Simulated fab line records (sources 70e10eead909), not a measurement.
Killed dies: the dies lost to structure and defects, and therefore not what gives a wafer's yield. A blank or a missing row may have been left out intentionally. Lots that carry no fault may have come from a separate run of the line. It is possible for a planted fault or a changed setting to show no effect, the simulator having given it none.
fab line records / flow nandHarc
record lots=13 wafers=39 lastDay=24
route steps=1159 shown A_M1@1036
lots with no fault: from the same line, run without faults
startH: the number of hours between the record's first day and the start of the first shown wafer of the lot / waitH: how many hours have passed since the lot's step before this one / " unchanged from the row above / L1.1+2: a row that stands for several wafers / - either no value or no given start / * or withheld: withheld / < > ~ a bound
route shown NAME@n: a module of which the file shows steps, and the number in the route of the first / usual: the fault-free wafers' mean and standard deviation / same: alike in all rows / chamber/n: place in a boat / sites: readings site by site / _std_site: standard deviation of those values / _edge_site: the outer-site mean with the inner-site mean subtracted / radiusMm: how far each site lies from the wafer's centre / mask NAME#n: copy n / behind: tool/chamber where the wafer was last shaped / hold: why the lot was held/for how many hours/how that ended / device: whichever transistor did not switch (one of n, p or np) / end of line: the same wafers' tests at the end of the route / a step without rows: its recipe alone / killed: dies lost to structure and defects at the first sort, not the wafer's yield / map: per-die view of a wafer (x killed, . not killed, _ where there is no die)
set.NAME: the setting that was run; set.NAME@STEP: the one run at that earlier step / model.NAME: the simulator's own value behind a step, which no gauge read
one table for each step of the route and one row for each wafer, over a sample of lots
services: a tool's chamber out of use, with start hour (startH, from the record's first day; less than 0 if before it), hours out, and reason
## steps
# step NHARC_A_M1_CD_MEAS_09
# recipe targetCdNm=120 landingEnergyEv=500
# usual cdNm=120.0/0.53
lot.wafer=L155.2 tool=cdSem-03 chamber=0 startH=424.51 waitH=- cdNm=120.6
lot.wafer=L155.4 tool=cdSem-03 chamber=0 startH=424.51 waitH=- cdNm=120.2
lot.wafer=L155.5 tool=cdSem-03 chamber=0 startH=424.51 waitH=- cdNm=121.2
lot.wafer=L157.3 tool=cdSem-02 chamber=0 startH=424.68 waitH=- cdNm=119.8
lot.wafer=L157.4 tool=cdSem-02 chamber=0 startH=424.68 waitH=- cdNm=119.1
lot.wafer=L157.5 tool=cdSem-02 chamber=0 startH=424.68 waitH=- cdNm=120.4
lot.wafer=L159.3 tool=cdSem-01 chamber=0 startH=438.63 waitH=- cdNm=120.7
lot.wafer=L159.4 tool=cdSem-01 chamber=0 startH=438.63 waitH=- cdNm=121.1
lot.wafer=L159.5 tool=cdSem-01 chamber=0 startH=438.63 waitH=- cdNm=121.1
lot.wafer=L158.1 tool=cdSem-03 chamber=0 startH=443.17 waitH=- cdNm=119.2
lot.wafer=L158.5 tool=cdSem-03 chamber=0 startH=443.17 waitH=- cdNm=119.5
lot.wafer=L158.6 tool=cdSem-03 chamber=0 startH=443.17 waitH=- cdNm=118.9
lot.wafer=L161.3 tool=cdSem-02 chamber=0 startH=460.62 waitH=- cdNm=119.9
lot.wafer=L161.4 tool=cdSem-02 chamber=0 startH=460.62 waitH=- cdNm=119.7
lot.wafer=L161.6 tool=cdSem-02 chamber=0 startH=460.62 waitH=- cdNm=119.1
lot.wafer=L163.1 tool=cdSem-01 chamber=0 startH=464.92 waitH=- cdNm=120.2
lot.wafer=L163.3 tool=cdSem-01 chamber=0 startH=464.92 waitH=- cdNm=120.1
lot.wafer=L163.6 tool=cdSem-01 chamber=0 startH=464.92 waitH=- cdNm=119.5
lot.wafer=L166.2 tool=cdSem-02 chamber=0 startH=479.49 waitH=- cdNm=121.2
lot.wafer=L166.5 tool=cdSem-02 chamber=0 startH=479.49 waitH=- cdNm=120.0
lot.wafer=L166.6 tool=cdSem-02 chamber=0 startH=479.49 waitH=- cdNm=120.0
lot.wafer=L167.1 tool=cdSem-02 chamber=0 startH=480.30 waitH=- cdNm=120.5
lot.wafer=L167.4 tool=cdSem-02 chamber=0 startH=480.30 waitH=- cdNm=120.0
lot.wafer=L167.5 tool=cdSem-02 chamber=0 startH=480.30 waitH=- cdNm=119.9
lot.wafer=L169.1 tool=cdSem-02 chamber=0 startH=497.30 waitH=- cdNm=119.8
lot.wafer=L169.2 tool=cdSem-02 chamber=0 startH=497.30 waitH=- cdNm=119.5
lot.wafer=L169.6 tool=cdSem-02 chamber=0 startH=497.30 waitH=- cdNm=119.2
lot.wafer=L173.1 tool=cdSem-01 chamber=0 startH=525.16 waitH=- cdNm=119.9
lot.wafer=L173.5 tool=cdSem-01 chamber=0 startH=525.16 waitH=- cdNm=120.1
lot.wafer=L173.6 tool=cdSem-01 chamber=0 startH=525.16 waitH=- cdNm=120.1
lot.wafer=L175.2 tool=cdSem-01 chamber=0 startH=527.21 waitH=- cdNm=120.1
lot.wafer=L175.4 tool=cdSem-01 chamber=0 startH=527.21 waitH=- cdNm=120.2
lot.wafer=L175.6 tool=cdSem-01 chamber=0 startH=527.21 waitH=- cdNm=119.7
lot.wafer=L174.1 tool=cdSem-02 chamber=0 startH=529.91 waitH=- cdNm=121.0
lot.wafer=L174.4 tool=cdSem-02 chamber=0 startH=529.91 waitH=- cdNm=121.0
lot.wafer=L174.5 tool=cdSem-02 chamber=0 startH=529.91 waitH=- cdNm=120.2
lot.wafer=L176.1 tool=cdSem-03 chamber=0 startH=535.65 waitH=- cdNm=120.5
lot.wafer=L176.2 tool=cdSem-03 chamber=0 startH=535.65 waitH=- cdNm=120.0
lot.wafer=L176.4 tool=cdSem-03 chamber=0 startH=535.65 waitH=- cdNm=120.0
# step NHARC_A_M1_STRIP_18
# recipe powerW=1000 n2FlowSccm=150 h2FlowSccm=150 arFlowSccm=0 biasW=0 chemistry=N2/H2
# usual drypumpMotorCurrentA=5.5/0.39 n2FlowSccm=149.9/0.43 oesProductAu=1.002/0.0068 rfVppV=90.3/0.97 showerheadPlenumPTorr=1.99/0.082 throttleValvePct=14.171/0.0095
lot.wafer=L155.2 tool=rieDiel-02 chamber=1 startH=425.11 waitH=0.1 drypumpMotorCurrentA=5.5 n2FlowSccm=149.9 oesProductAu=1.005 rfHoursCounterH=9 rfVppV=90.7 showerheadPlenumPTorr=2.04 throttleValvePct=14.183
lot.wafer=L155.4 tool=rieDiel-02 chamber=3 startH=425.11 waitH=0.1 drypumpMotorCurrentA=5.2 n2FlowSccm=149.6 oesProductAu=1.008 rfHoursCounterH=8 rfVppV=89.8 showerheadPlenumPTorr=1.91 throttleValvePct=14.170
lot.wafer=L155.5 tool=rieDiel-02 chamber=0 startH=425.11 waitH=0.1 drypumpMotorCurrentA=5.7 n2FlowSccm=149.9 oesProductAu=1.000 rfHoursCounterH=- rfVppV=89.6 showerheadPlenumPTorr=2.03 throttleValvePct=14.163
lot.wafer=L157.4 tool=rieDiel-10 chamber=2 startH=425.25 waitH=0.1 drypumpMotorCurrentA=5.7 n2FlowSccm=150.5 oesProductAu=0.992 rfHoursCounterH=4 rfVppV=90.2 showerheadPlenumPTorr=1.91 throttleValvePct=14.169
lot.wafer=L157.3 tool=rieDiel-10 chamber=0 startH=425.25 waitH=0.1 drypumpMotorCurrentA=5.5 n2FlowSccm=150.2 oesProductAu=1.004 rfHoursCounterH=3 rfVppV=91.4 showerheadPlenumPTorr=2.08 throttleValvePct=14.184
lot.wafer=L157.5 tool=rieDiel-10 chamber=2 startH=425.25 waitH=0.1 drypumpMotorCurrentA=5.7 n2FlowSccm=150.3 oesProductAu=0.988 rfHoursCounterH=- rfVppV=89.1 showerheadPlenumPTorr=1.91 throttleValvePct=14.180
lot.wafer=L159.3 tool=rieDiel-02 chamber=1 startH=439.25 waitH=0.1 drypumpMotorCurrentA=5.5 n2FlowSccm=149.8 oesProductAu=1.009 rfHoursCounterH=10 rfVppV=90.9 showerheadPlenumPTorr=2.04 throttleValvePct=14.184
lot.wafer=L159.4 tool=rieDiel-02 chamber=2 startH=439.25 waitH=0.1 drypumpMotorCurrentA=5.9 n2FlowSccm=150.3 oesProductAu=1.012 rfHoursCounterH=9 rfVppV=91.4 showerheadPlenumPTorr=2.09 throttleValvePct=14.177
lot.wafer=L159.5 tool=rieDiel-02 chamber=3 startH=439.25 waitH=0.1 drypumpMotorCurrentA=5.2 n2FlowSccm=150.3 oesProductAu=1.003 rfHoursCounterH=- rfVppV=91.1 showerheadPlenumPTorr=1.91 throttleValvePct=14.161
lot.wafer=L158.1 tool=rieDiel-02 chamber=2 startH=443.76 waitH=0.1 drypumpMotorCurrentA=5.9 n2FlowSccm=150.1 oesProductAu=1.000 rfHoursCounterH=10 rfVppV=91.1 showerheadPlenumPTorr=2.09 throttleValvePct=14.162
lot.wafer=L158.5 tool=rieDiel-02 chamber=2 startH=443.76 waitH=0.1 drypumpMotorCurrentA=5.9 n2FlowSccm=150.5 oesProductAu=1.009 rfHoursCounterH=- rfVppV=92.6 showerheadPlenumPTorr=2.09 throttleValvePct=14.169
lot.wafer=L158.6 tool=rieDiel-02 chamber=3 startH=443.76 waitH=0.1 drypumpMotorCurrentA=5.2 n2FlowSccm=150.4 oesProductAu=0.997 rfHoursCounterH=- rfVppV=88.4 showerheadPlenumPTorr=1.91 throttleValvePct=14.151
lot.wafer=L161.3 tool=rieDiel-02 chamber=3 startH=461.20 waitH=0.1 drypumpMotorCurrentA=5.3 n2FlowSccm=150.1 oesProductAu=1.000 rfHoursCounterH=11 rfVppV=89.8 showerheadPlenumPTorr=1.91 throttleValvePct=14.164
lot.wafer=L161.4 tool=rieDiel-02 chamber=1 startH=461.20 waitH=0.1 drypumpMotorCurrentA=5.5 n2FlowSccm=149.6 oesProductAu=0.999 rfHoursCounterH=11 rfVppV=91.0 showerheadPlenumPTorr=2.04 throttleValvePct=14.162
lot.wafer=L161.6 tool=rieDiel-02 chamber=3 startH=461.20 waitH=0.1 drypumpMotorCurrentA=5.2 n2FlowSccm=149.8 oesProductAu=0.992 rfHoursCounterH=- rfVppV=89.9 showerheadPlenumPTorr=1.91 throttleValvePct=14.162
lot.wafer=L163.1 tool=rieDiel-10 chamber=3 startH=465.49 waitH=0.1 drypumpMotorCurrentA=5.2 n2FlowSccm=149.8 oesProductAu=1.007 rfHoursCounterH=6 rfVppV=89.2 showerheadPlenumPTorr=1.91 throttleValvePct=14.184
lot.wafer=L163.3 tool=rieDiel-10 chamber=0 startH=465.49 waitH=0.1 drypumpMotorCurrentA=5.5 n2FlowSccm=149.7 oesProductAu=1.004 rfHoursCounterH=5 rfVppV=91.4 showerheadPlenumPTorr=2.08 throttleValvePct=14.173
lot.wafer=L163.6 tool=rieDiel-10 chamber=3 startH=465.49 waitH=0.1 drypumpMotorCurrentA=5.2 n2FlowSccm=149.7 oesProductAu=1.011 rfHoursCounterH=- rfVppV=89.3 showerheadPlenumPTorr=1.91 throttleValvePct=14.171
lot.wafer=L166.2 tool=rieDiel-02 chamber=1 startH=480.12 waitH=0.1 drypumpMotorCurrentA=5.5 n2FlowSccm=149.5 oesProductAu=1.002 rfHoursCounterH=13 rfVppV=91.0 showerheadPlenumPTorr=2.03 throttleValvePct=14.164
lot.wafer=L166.5 tool=rieDiel-02 chamber=3 startH=480.12 waitH=0.1 drypumpMotorCurrentA=5.2 n2FlowSccm=150.5 oesProductAu=1.010 rfHoursCounterH=- rfVppV=89.1 showerheadPlenumPTorr=1.91 throttleValvePct=14.171
lot.wafer=L166.6 tool=rieDiel-02 chamber=0 startH=480.12 waitH=0.1 drypumpMotorCurrentA=5.8 n2FlowSccm=149.5 oesProductAu=0.997 rfHoursCounterH=- rfVppV=90.8 showerheadPlenumPTorr=2.03 throttleValvePct=14.166
lot.wafer=L167.1 tool=rieDiel-02 chamber=3 startH=480.90 waitH=0.1 drypumpMotorCurrentA=5.2 n2FlowSccm=150.4 oesProductAu=0.995 rfHoursCounterH=13 rfVppV=90.6 showerheadPlenumPTorr=1.91 throttleValvePct=14.184
lot.wafer=L167.4 tool=rieDiel-02 chamber=0 startH=480.90 waitH=0.1 drypumpMotorCurrentA=5.8 n2FlowSccm=148.9 oesProductAu=1.000 rfHoursCounterH=12 rfVppV=90.6 showerheadPlenumPTorr=2.03 throttleValvePct=14.167
lot.wafer=L167.5 tool=rieDiel-02 chamber=2 startH=480.90 waitH=0.1 drypumpMotorCurrentA=5.8 n2FlowSccm=150.2 oesProductAu=1.008 rfHoursCounterH=- rfVppV=90.6 showerheadPlenumPTorr=2.09 throttleValvePct=14.165
lot.wafer=L169.1 tool=rieDiel-05 chamber=2 startH=497.90 waitH=0.1 drypumpMotorCurrentA=5.7 n2FlowSccm=150.4 oesProductAu=1.006 rfHoursCounterH=4 rfVppV=90.1 showerheadPlenumPTorr=1.91 throttleValvePct=14.168
lot.wafer=L169.2 tool=rieDiel-05 chamber=3 startH=497.90 waitH=0.1 drypumpMotorCurrentA=5.3 n2FlowSccm=150.1 oesProductAu=1.013 rfHoursCounterH=4 rfVppV=91.0 showerheadPlenumPTorr=2.03 throttleValvePct=14.167
lot.wafer=L169.6 tool=rieDiel-05 chamber=1 startH=497.90 waitH=0.1 drypumpMotorCurrentA=6.1 n2FlowSccm=150.4 oesProductAu=0.999 rfHoursCounterH=- rfVppV=89.7 showerheadPlenumPTorr=1.94 throttleValvePct=14.165
lot.wafer=L173.1 tool=rieDiel-10 chamber=2 startH=525.82 waitH=0.1 drypumpMotorCurrentA=5.7 n2FlowSccm=149.7 oesProductAu=1.004 rfHoursCounterH=9 rfVppV=89.3 showerheadPlenumPTorr=1.91 throttleValvePct=14.182
lot.wafer=L173.6 tool=rieDiel-10 chamber=3 startH=525.82 waitH=0.1 drypumpMotorCurrentA=5.3 n2FlowSccm=150.2 oesProductAu=1.005 rfHoursCounterH=- rfVppV=90.2 showerheadPlenumPTorr=1.91 throttleValvePct=14.178
lot.wafer=L173.5 tool=rieDiel-10 chamber=0 startH=525.82 waitH=0.1 drypumpMotorCurrentA=5.5 n2FlowSccm=149.1 oesProductAu=1.003 rfHoursCounterH=- rfVppV=92.8 showerheadPlenumPTorr=2.08 throttleValvePct=14.166
lot.wafer=L175.4 tool=rieDiel-02 chamber=2 startH=527.78 waitH=0.1 drypumpMotorCurrentA=5.9 n2FlowSccm=149.9 oesProductAu=1.012 rfHoursCounterH=1 rfVppV=90.7 showerheadPlenumPTorr=2.09 throttleValvePct=14.173
lot.wafer=L175.2 tool=rieDiel-02 chamber=0 startH=527.78 waitH=0.1 drypumpMotorCurrentA=5.8 n2FlowSccm=149.3 oesProductAu=0.999 rfHoursCounterH=1 rfVppV=91.3 showerheadPlenumPTorr=2.02 throttleValvePct=14.159
lot.wafer=L175.6 tool=rieDiel-02 chamber=3 startH=527.78 waitH=0.1 drypumpMotorCurrentA=5.2 n2FlowSccm=150.1 oesProductAu=0.999 rfHoursCounterH=- rfVppV=90.1 showerheadPlenumPTorr=1.91 throttleValvePct=14.181
lot.wafer=L174.1 tool=rieDiel-05 chamber=2 startH=530.48 waitH=0.1 drypumpMotorCurrentA=5.7 n2FlowSccm=150.5 oesProductAu=0.994 rfHoursCounterH=0 rfVppV=88.9 showerheadPlenumPTorr=1.91 throttleValvePct=14.155
lot.wafer=L174.4 tool=rieDiel-05 chamber=0 startH=530.48 waitH=0.1 drypumpMotorCurrentA=6.5 n2FlowSccm=150.4 oesProductAu=0.992 rfHoursCounterH=0 rfVppV=90.8 showerheadPlenumPTorr=2.19 throttleValvePct=14.172
lot.wafer=L174.5 tool=rieDiel-05 chamber=2 startH=530.48 waitH=0.1 drypumpMotorCurrentA=5.7 n2FlowSccm=150.1 oesProductAu=0.998 rfHoursCounterH=- rfVppV=90.5 showerheadPlenumPTorr=1.91 throttleValvePct=14.176
lot.wafer=L176.1 tool=rieDiel-05 chamber=1 startH=536.21 waitH=0.1 drypumpMotorCurrentA=6.1 n2FlowSccm=149.4 oesProductAu=1.004 rfHoursCounterH=0 rfVppV=88.8 showerheadPlenumPTorr=1.94 throttleValvePct=14.169
lot.wafer=L176.2 tool=rieDiel-05 chamber=3 startH=536.21 waitH=0.1 drypumpMotorCurrentA=5.3 n2FlowSccm=150.1 oesProductAu=0.989 rfHoursCounterH=0 rfVppV=90.0 showerheadPlenumPTorr=2.03 throttleValvePct=14.170
lot.wafer=L176.4 tool=rieDiel-05 chamber=0 startH=536.21 waitH=0.1 drypumpMotorCurrentA=6.5 n2FlowSccm=149.2 oesProductAu=0.997 rfHoursCounterH=0 rfVppV=90.8 showerheadPlenumPTorr=2.19 throttleValvePct=14.162
# step NHARC_A_M1_PVD_21
# recipe targetThkA=300 chamberPressurePa=5 powerW=5000 substrateTempC=30 timeS=20.49 material=Cu
# usual cathodeDcPowerW=5000.0/0.94 chamberPressurePa=5.002/0.0099 throttleValvePct=30.1/0.76
lot.wafer=L155.4 tool=pvdSputter-02 chamber=- startH=425.96 waitH=- cathodeDcPowerW=5000.0 chamberPressurePa=5.008 throttleValvePct=28.4
lot.wafer=L155.2 tool=pvdSputter-02 chamber=- startH=425.96 waitH=- cathodeDcPowerW=5001.6 chamberPressurePa=5.008 throttleValvePct=30.6
lot.wafer=L155.5 tool=pvdSputter-02 chamber=- startH=425.96 waitH=- cathodeDcPowerW=4999.9 chamberPressurePa=5.003 throttleValvePct=30.3
lot.wafer=L157.4 tool=pvdSputter-03 chamber=- startH=426.11 waitH=- cathodeDcPowerW=4999.8 chamberPressurePa=5.021 throttleValvePct=29.6
lot.wafer=L157.3 tool=pvdSputter-03 chamber=- startH=426.11 waitH=- cathodeDcPowerW=5000.1 chamberPressurePa=5.014 throttleValvePct=32.0
lot.wafer=L157.5 tool=pvdSputter-03 chamber=- startH=426.11 waitH=- cathodeDcPowerW=4999.6 chamberPressurePa=5.009 throttleValvePct=29.6
lot.wafer=L159.4 tool=pvdSputter-01 chamber=- startH=440.19 waitH=- cathodeDcPowerW=4999.9 chamberPressurePa=5.008 throttleValvePct=30.1
lot.wafer=L159.3 tool=pvdSputter-01 chamber=- startH=440.19 waitH=- cathodeDcPowerW=5001.0 chamberPressurePa=5.017 throttleValvePct=29.9
lot.wafer=L159.5 tool=pvdSputter-01 chamber=- startH=440.19 waitH=- cathodeDcPowerW=5000.4 chamberPressurePa=5.017 throttleValvePct=29.8
lot.wafer=L158.1 tool=pvdSputter-01 chamber=- startH=444.65 waitH=- cathodeDcPowerW=5002.0 chamberPressurePa=5.006 throttleValvePct=29.1
lot.wafer=L158.5 tool=pvdSputter-01 chamber=- startH=444.65 waitH=- cathodeDcPowerW=5000.3 chamberPressurePa=4.996 throttleValvePct=29.5
lot.wafer=L158.6 tool=pvdSputter-01 chamber=- startH=444.65 waitH=- cathodeDcPowerW=5000.9 chamberPressurePa=4.994 throttleValvePct=30.3
lot.wafer=L161.3 tool=pvdSputter-02 chamber=- startH=462.07 waitH=- cathodeDcPowerW=5000.4 chamberPressurePa=5.015 throttleValvePct=30.5
lot.wafer=L161.4 tool=pvdSputter-02 chamber=- startH=462.07 waitH=- cathodeDcPowerW=5000.0 chamberPressurePa=5.008 throttleValvePct=30.0
lot.wafer=L161.6 tool=pvdSputter-02 chamber=- startH=462.07 waitH=- cathodeDcPowerW=5001.8 chamberPressurePa=5.016 throttleValvePct=30.4
lot.wafer=L163.3 tool=pvdSputter-01 chamber=- startH=466.51 waitH=- cathodeDcPowerW=4999.3 chamberPressurePa=4.996 throttleValvePct=30.1
lot.wafer=L163.1 tool=pvdSputter-01 chamber=- startH=466.51 waitH=- cathodeDcPowerW=4999.9 chamberPressurePa=4.993 throttleValvePct=29.6
lot.wafer=L163.6 tool=pvdSputter-01 chamber=- startH=466.51 waitH=- cathodeDcPowerW=5000.1 chamberPressurePa=4.985 throttleValvePct=29.7
lot.wafer=L166.2 tool=pvdSputter-01 chamber=- startH=480.95 waitH=- cathodeDcPowerW=5000.7 chamberPressurePa=5.004 throttleValvePct=30.1
lot.wafer=L166.6 tool=pvdSputter-01 chamber=- startH=480.95 waitH=- cathodeDcPowerW=4999.6 chamberPressurePa=5.019 throttleValvePct=30.1
lot.wafer=L166.5 tool=pvdSputter-01 chamber=- startH=480.95 waitH=- cathodeDcPowerW=4999.5 chamberPressurePa=4.995 throttleValvePct=29.8
lot.wafer=L167.4 tool=pvdSputter-03 chamber=- startH=481.74 waitH=- cathodeDcPowerW=4999.7 chamberPressurePa=4.987 throttleValvePct=29.5
lot.wafer=L167.1 tool=pvdSputter-03 chamber=- startH=481.74 waitH=- cathodeDcPowerW=4999.7 chamberPressurePa=4.982 throttleValvePct=31.2
lot.wafer=L167.5 tool=pvdSputter-03 chamber=- startH=481.74 waitH=- cathodeDcPowerW=4998.8 chamberPressurePa=4.999 throttleValvePct=29.5
lot.wafer=L169.1 tool=pvdSputter-01 chamber=- startH=498.75 waitH=- cathodeDcPowerW=- chamberPressurePa=- throttleValvePct=-
lot.wafer=L169.2 tool=pvdSputter-01 chamber=- startH=498.75 waitH=- cathodeDcPowerW=- chamberPressurePa=- throttleValvePct=-
lot.wafer=L169.6 tool=pvdSputter-01 chamber=- startH=498.75 waitH=- cathodeDcPowerW=- chamberPressurePa=- throttleValvePct=-
lot.wafer=L173.1 tool=pvdSputter-01 chamber=- startH=526.62 waitH=- cathodeDcPowerW=4999.7 chamberPressurePa=5.009 throttleValvePct=29.9
lot.wafer=L173.5 tool=pvdSputter-01 chamber=- startH=526.62 waitH=- cathodeDcPowerW=4999.4 chamberPressurePa=5.006 throttleValvePct=30.0
lot.wafer=L173.6 tool=pvdSputter-01 chamber=- startH=526.62 waitH=- cathodeDcPowerW=5000.2 chamberPressurePa=5.001 throttleValvePct=30.0
lot.wafer=L175.4 tool=pvdSputter-01 chamber=- startH=528.68 waitH=- cathodeDcPowerW=5000.0 chamberPressurePa=4.982 throttleValvePct=30.0
lot.wafer=L175.2 tool=pvdSputter-01 chamber=- startH=528.68 waitH=- cathodeDcPowerW=5001.7 chamberPressurePa=4.977 throttleValvePct=30.4
lot.wafer=L175.6 tool=pvdSputter-01 chamber=- startH=528.68 waitH=- cathodeDcPowerW=4999.1 chamberPressurePa=5.000 throttleValvePct=29.7
lot.wafer=L174.1 tool=pvdSputter-01 chamber=- startH=531.35 waitH=- cathodeDcPowerW=5000.6 chamberPressurePa=5.022 throttleValvePct=30.0
lot.wafer=L174.4 tool=pvdSputter-01 chamber=- startH=531.35 waitH=- cathodeDcPowerW=5000.5 chamberPressurePa=5.005 throttleValvePct=31.2
lot.wafer=L174.5 tool=pvdSputter-01 chamber=- startH=531.35 waitH=- cathodeDcPowerW=4998.8 chamberPressurePa=4.993 throttleValvePct=29.8
lot.wafer=L176.2 tool=pvdSputter-02 chamber=- startH=537.08 waitH=- cathodeDcPowerW=5000.1 chamberPressurePa=5.008 throttleValvePct=30.8
lot.wafer=L176.4 tool=pvdSputter-02 chamber=- startH=537.08 waitH=- cathodeDcPowerW=4998.8 chamberPressurePa=4.999 throttleValvePct=30.1
lot.wafer=L176.1 tool=pvdSputter-02 chamber=- startH=537.08 waitH=- cathodeDcPowerW=4998.5 chamberPressurePa=4.997 throttleValvePct=28.3
# step NHARC_A_M1_PRE_CLEAN_32
# recipe timeS=12 tempC=370 rfPowerW=300 gas=NH3
# usual heaterPowerW=626/68
lot.wafer=L155.2 tool=pecvd-04 chamber=1 startH=427.34 waitH=0.1 heaterPowerW=550 sinceWetCleanH=38
lot.wafer=L155.4 tool=pecvd-04 chamber=1 startH=427.34 waitH=0.1 heaterPowerW=552 sinceWetCleanH=-
lot.wafer=L155.5 tool=pecvd-04 chamber=0 startH=427.34 waitH=0.1 heaterPowerW=451 sinceWetCleanH=-
lot.wafer=L157.3 tool=pecvd-03 chamber=1 startH=427.52 waitH=0.1 heaterPowerW=695 sinceWetCleanH=123
lot.wafer=L157.4 tool=pecvd-03 chamber=0 startH=427.52 waitH=0.1 heaterPowerW=620 sinceWetCleanH=-
lot.wafer=L157.5 tool=pecvd-03 chamber=1 startH=427.52 waitH=0.1 heaterPowerW=693 sinceWetCleanH=-
lot.wafer=L159.3 tool=pecvd-03 chamber=0 startH=441.59 waitH=0.1 heaterPowerW=664 sinceWetCleanH=137
lot.wafer=L159.4 tool=pecvd-03 chamber=0 startH=441.59 waitH=0.1 heaterPowerW=655 sinceWetCleanH=-
lot.wafer=L159.5 tool=pecvd-03 chamber=1 startH=441.59 waitH=0.1 heaterPowerW=591 sinceWetCleanH=-
lot.wafer=L158.1 tool=pecvd-04 chamber=1 startH=446.20 waitH=0.1 heaterPowerW=564 sinceWetCleanH=57
lot.wafer=L158.6 tool=pecvd-04 chamber=0 startH=446.20 waitH=0.1 heaterPowerW=465 sinceWetCleanH=-
lot.wafer=L158.5 tool=pecvd-04 chamber=2 startH=446.20 waitH=0.1 heaterPowerW=663 sinceWetCleanH=-
lot.wafer=L161.3 tool=pecvd-03 chamber=1 startH=463.73 waitH=0.3 heaterPowerW=624 sinceWetCleanH=159
lot.wafer=L161.6 tool=pecvd-03 chamber=0 startH=463.73 waitH=0.3 heaterPowerW=605 sinceWetCleanH=-
lot.wafer=L161.4 tool=pecvd-03 chamber=1 startH=463.73 waitH=0.3 heaterPowerW=624 sinceWetCleanH=-
lot.wafer=L163.1 tool=pecvd-04 chamber=0 startH=468.13 waitH=0.1 heaterPowerW=504 sinceWetCleanH=79
lot.wafer=L163.3 tool=pecvd-04 chamber=1 startH=468.13 waitH=0.1 heaterPowerW=560 sinceWetCleanH=79
lot.wafer=L163.6 tool=pecvd-04 chamber=1 startH=468.13 waitH=0.1 heaterPowerW=560 sinceWetCleanH=-
lot.wafer=L166.2 tool=pecvd-01 chamber=2 startH=482.62 waitH=0.3 heaterPowerW=742 sinceWetCleanH=52
lot.wafer=L166.6 tool=pecvd-01 chamber=2 startH=482.62 waitH=0.3 heaterPowerW=728 sinceWetCleanH=-
lot.wafer=L166.5 tool=pecvd-01 chamber=0 startH=482.62 waitH=0.3 heaterPowerW=623 sinceWetCleanH=-
lot.wafer=L167.1 tool=pecvd-01 chamber=2 startH=483.19 waitH=0.1 heaterPowerW=721 sinceWetCleanH=52
lot.wafer=L167.5 tool=pecvd-01 chamber=1 startH=483.19 waitH=0.1 heaterPowerW=621 sinceWetCleanH=-
lot.wafer=L167.4 tool=pecvd-01 chamber=2 startH=483.19 waitH=0.1 heaterPowerW=697 sinceWetCleanH=-
lot.wafer=L169.2 tool=pecvd-04 chamber=1 startH=500.16 waitH=0.1 heaterPowerW=538 sinceWetCleanH=111
lot.wafer=L169.1 tool=pecvd-04 chamber=2 startH=500.16 waitH=0.1 heaterPowerW=673 sinceWetCleanH=111
lot.wafer=L169.6 tool=pecvd-04 chamber=1 startH=500.16 waitH=0.1 heaterPowerW=549 sinceWetCleanH=-
lot.wafer=L173.1 tool=pecvd-03 chamber=0 startH=528.01 waitH=0.1 heaterPowerW=648 sinceWetCleanH=42
lot.wafer=L173.6 tool=pecvd-03 chamber=1 startH=528.01 waitH=0.1 heaterPowerW=723 sinceWetCleanH=-
lot.wafer=L173.5 tool=pecvd-03 chamber=2 startH=528.01 waitH=0.1 heaterPowerW=682 sinceWetCleanH=-
lot.wafer=L175.2 tool=pecvd-03 chamber=0 startH=530.09 waitH=0.1 heaterPowerW=596 sinceWetCleanH=44
lot.wafer=L175.6 tool=pecvd-03 chamber=2 startH=530.09 waitH=0.1 heaterPowerW=577 sinceWetCleanH=-
lot.wafer=L175.4 tool=pecvd-03 chamber=1 startH=530.09 waitH=0.1 heaterPowerW=709 sinceWetCleanH=-
lot.wafer=L174.1 tool=pecvd-01 chamber=2 startH=532.98 waitH=0.1 heaterPowerW=727 sinceWetCleanH=102
lot.wafer=L174.5 tool=pecvd-01 chamber=1 startH=532.98 waitH=0.1 heaterPowerW=644 sinceWetCleanH=-
lot.wafer=L174.4 tool=pecvd-01 chamber=0 startH=532.98 waitH=0.1 heaterPowerW=653 sinceWetCleanH=-
lot.wafer=L176.2 tool=pecvd-01 chamber=2 startH=538.50 waitH=0.1 heaterPowerW=659 sinceWetCleanH=107
lot.wafer=L176.1 tool=pecvd-01 chamber=0 startH=538.50 waitH=0.1 heaterPowerW=648 sinceWetCleanH=108
lot.wafer=L176.4 tool=pecvd-01 chamber=0 startH=538.50 waitH=0.1 heaterPowerW=667 sinceWetCleanH=-
## services
tool=rieDiel-05 chamber=1 startH=402.57 hours=7.1 kind=repair
tool=rieDiel-02 chamber=- startH=403.02 hours=0.4 kind=repair
tool=rieDiel-02 chamber=0 startH=410.33 hours=- kind=clean
tool=rieDiel-02 chamber=1 startH=410.33 hours=- kind=clean
tool=rieDiel-02 chamber=2 startH=410.33 hours=- kind=clean
tool=rieDiel-02 chamber=3 startH=410.33 hours=- kind=clean
tool=pecvd-01 chamber=- startH=418.00 hours=13.0 kind=pm
tool=rieDiel-02 chamber=0 startH=434.83 hours=- kind=clean
tool=rieDiel-02 chamber=1 startH=434.83 hours=- kind=clean
tool=rieDiel-02 chamber=2 startH=434.83 hours=- kind=clean
tool=rieDiel-02 chamber=3 startH=434.83 hours=- kind=clean
tool=pvdSputter-03 chamber=- startH=442.30 hours=5.5 kind=repair
tool=pecvd-04 chamber=1 startH=447.21 hours=6.6 kind=repair
tool=pvdSputter-03 chamber=- startH=458.00 hours=10.0 kind=pm
tool=rieDiel-02 chamber=0 startH=459.37 hours=- kind=clean
tool=pecvd-01 chamber=0 startH=467.49 hours=1.9 kind=repair
tool=rieDiel-05 chamber=- startH=470.87 hours=1.2 kind=repair
tool=pecvd-03 chamber=- startH=473.01 hours=13.0 kind=pm
tool=rieDiel-02 chamber=- startH=504.70 hours=9.0 kind=pm
tool=pvdSputter-01 chamber=- startH=514.00 hours=10.0 kind=pm
tool=pecvd-03 chamber=- startH=514.20 hours=3.1 kind=repair
tool=rieDiel-02 chamber=3 startH=516.51 hours=8.7 kind=repair
tool=rieDiel-05 chamber=- startH=517.65 hours=9.0 kind=pm
tool=rieDiel-10 chamber=- startH=530.50 hours=9.0 kind=pm
## key
firstSign step=NHARC_A_M1_PVD_21 reading=toolRecord direction=missing
effect none on later readings
metAt NHARC_A_M1_PVD_21
struckLots L169
laterRowsLeftOut L169.1,L169.2,L169.6
sortLeftOut L169.1,L169.2,L169.6
notActingAt NHARC_A_M1_CD_MEAS_09,NHARC_A_M1_STRIP_18,NHARC_A_M1_PRE_CLEAN_32
onsetBetween 481.74 498.75
fault kind=skippedStepWhole tool=pvdSputter-01,pvdSputter-03 chamber=- onsetH=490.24 steps=NHARC_A_M1_PVD_21 scope=struckLotsOnly
# sortLeftOut: the simulated sort isn't trusted on such a fault, so these wafers' sort isn't shown, and their yield isn't known
# laterRowsLeftOut: the simulator's readings of these wafers behind a module that went badly wrong aren't trusted and aren't shown, but for the sort
